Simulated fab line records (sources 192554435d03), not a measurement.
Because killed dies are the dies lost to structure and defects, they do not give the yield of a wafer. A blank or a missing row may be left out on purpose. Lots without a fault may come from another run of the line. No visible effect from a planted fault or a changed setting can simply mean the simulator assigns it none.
Tool commonality check	flow n5_finfet	Lots sampled 9, wafers sampled 27

== WHY THIS WAS OPENED ==
Flagged at N5_SD_EPI_P_INSPECT_26: reading raw_defect_count, on 2 of 9 lots. Fault-free wafers read 170, with a standard deviation of 35.
Rule: a lot gets a flag if all its wafers with a number sit over 4 standard deviations from that mean, or if no wafer of it has a number. All remaining lots are regarded as sound.

lot	measured	on	raw_defect_count, wafer by wafer	flag
L270	day 3 10:15	defect_inspect-02	126 149 128	
L272	day 3 22:28	defect_inspect-02	174 113 134	
L274	day 4 13:18	defect_inspect-01	174 178 150	
L281	day 6 07:03	defect_inspect-02	881 857 913	FLAGGED
L282	day 6 13:43	defect_inspect-02	884 883 792	FLAGGED
L285	day 7 05:26	defect_inspect-01	165 152 161	
L288	day 7 23:02	defect_inspect-02	208 200 177	
L292	day 9 06:46	defect_inspect-01	170 123 188	
L293	day 9 10:23	defect_inspect-01	161 194 136	
The numbers of the flagged lots are 868 on average: +698 against the usual, or +20 standard deviations.

== LOT BY LOT: THE TOOL USED ==
Before the reading, the record contains 2 process steps out of a 1938-step route. Cell contents, in order: the tool; ch with the chambers the sampled wafers went through; the start.
lot	flag	N5_SD_EPI_P_WET_ETCH_45	N5_SD_EPI_P_STRIP_40
L270		wet_bench-06 ch 0,3,7, day 3 07:18	plasma_asher-01 ch 0, day 3 07:22
L272		wet_bench-03 ch 0,3,7, day 3 18:41	plasma_asher-02 ch 0,1, day 3 18:44
L274		wet_bench-06 ch 1,2,3, day 4 09:31	plasma_asher-02 ch 1, day 4 09:34
L281	FLAGGED	wet_bench-03 ch 0,1,4, day 6 03:16	plasma_asher-02 ch 0,1, day 6 03:19
L282	FLAGGED	wet_bench-03 ch 0,3,7, day 6 09:56	plasma_asher-02 ch 0,1, day 6 09:59
L285		wet_bench-02 ch 3,5,6, day 7 02:31	plasma_asher-02 ch 0,1, day 7 02:34
L288		wet_bench-02 ch 0,6,7, day 7 19:53	plasma_asher-02 ch 0,1, day 7 20:09
L292		wet_bench-06 ch 1,2,7, day 9 03:49	plasma_asher-01 ch 0,1, day 9 03:52
L293		wet_bench-03 ch 0,3,7, day 9 07:27	plasma_asher-02 ch 0,1, day 9 07:30
What the steps here do:
- N5_SD_EPI_P_WET_ETCH_45: etches SiO2 in dHF, time 10.7 s, target depth 2 nm, rinse time 30 s.
- N5_SD_EPI_P_STRIP_40: strips in N2/H2.
- N5_SD_EPI_P_INSPECT_26: inspects for defects (darkfield).

== FLAGGED AGAINST TOTAL, ONE TOOL AT A TIME (gauges that did the reading follow at the end) ==
step	tool	lots run	flagged	share of the flagged lots	sound lots run after its first flagged lot
N5_SD_EPI_P_WET_ETCH_45	wet_bench-02	2	0	none	-
N5_SD_EPI_P_WET_ETCH_45	wet_bench-03	4	2	all	1 (L293)
N5_SD_EPI_P_WET_ETCH_45	wet_bench-06	3	0	none	-
N5_SD_EPI_P_STRIP_40	plasma_asher-01	2	0	none	-
N5_SD_EPI_P_STRIP_40	plasma_asher-02	7	2	all	3 (L285,L288,L293)
N5_SD_EPI_P_INSPECT_26	defect_inspect-01	4	0	none	-
N5_SD_EPI_P_INSPECT_26	defect_inspect-02	5	2	all	1 (L288)

== WHAT THE TABLE ALLOWS ==
Every flagged lot was run by 3 rows of the table: wet_bench-03 at N5_SD_EPI_P_WET_ETCH_45, plasma_asher-02 at N5_SD_EPI_P_STRIP_40 and defect_inspect-02 at N5_SD_EPI_P_INSPECT_26.
- wet_bench-03 at N5_SD_EPI_P_WET_ETCH_45: 2 of its 4 lots flagged. Lots that were sound ran on it after the first flagged one (L293); a persistent fault on the entire tool would not allow that.
- plasma_asher-02 at N5_SD_EPI_P_STRIP_40: 2 of its 7 lots flagged. Lots that were sound ran on it after the first flagged one (L285, L288, L293); a persistent fault on the entire tool would not allow that.
- defect_inspect-02 at N5_SD_EPI_P_INSPECT_26: 2 of its 5 lots flagged. Lots that were sound ran on it after the first flagged one (L288); a persistent fault on the entire tool would not allow that.
Not one row of the table ran every flagged lot while running no sound lot after the first.

== WHAT THE SIMULATOR PUT IN ==
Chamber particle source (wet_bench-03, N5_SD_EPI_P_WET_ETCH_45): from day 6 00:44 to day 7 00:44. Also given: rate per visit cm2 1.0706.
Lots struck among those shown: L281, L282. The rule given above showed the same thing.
